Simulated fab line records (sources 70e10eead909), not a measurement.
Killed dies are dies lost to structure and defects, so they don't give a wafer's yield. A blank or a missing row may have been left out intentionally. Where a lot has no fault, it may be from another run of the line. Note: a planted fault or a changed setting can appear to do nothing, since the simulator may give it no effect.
Chamber matching | flow nand-harc | NHARC_A_CHANNEL_FILL_D1_ALD_14 on ald-hk-02: 4 sister chambers
The step deposits SiO2, target thk 2.5 nm, pulse time 10 s, ald cycles 25. 7 wafers are shown with their chamber, then 7 later ones without.

== EACH WAFER AND ITS CHAMBER ==
wafer  | chamber | heater-power-w (W) | precursor-pulse-height-rel
L088.3 | 0       | 536                | 0.967
L088.6 | 2       | 468                | 0.988
L089.1 | 3       | 572                | 1.006
L089.2 | 2       | 474                | 1.007
L089.3 | 1       | 414                | 1.015
L093.1 | 1       | 409                | 1.013
L093.3 | 3       | 538                | 0.997

== WAFERS WITHOUT THEIR CHAMBER ==
wafer  | heater-power-w (W) | precursor-pulse-height-rel
L093.5 | 534                | 0.983
L097.1 | 466                | 1.037
L097.2 | 417                | 0.978
L097.3 | 554                | 0.981
L097.4 | 541                | 1.001
L097.5 | 543                | 1.045
L097.6 | 553                | 0.988

== EACH ONE'S CHAMBER ==
wafer  | from the rows above     | in truth
L093.5 | can't be placed: 0 or 3 | 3
L097.1 | can't be placed: 2 or 1 | 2
L097.2 | can't be placed: 1 or 2 | 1
L097.3 | can't be placed: 0 or 3 | 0
L097.4 | 3                       | 3
L097.5 | 3                       | 3
L097.6 | can't be placed: 3 or 0 | 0
2 of 7 placed correctly. These rows do not allow placing 5 (true chamber among the candidates in 5). Placed wrongly: 0.
How it was worked out, from the rows above alone: a wafer's distance from a chamber is the root of the sum, over the readings, of the square of ((its reading less the chamber's mean) divided by the reading's scatter). The wafer belongs to the nearest chamber; if the next one is less than 2 further off, it can't be placed. The mean given for a chamber averages the wafers shown for that chamber. The scatter: the root of (the sum of the squares of (reading less its chamber's mean) over the shown wafers, divided by (wafers less chambers)).
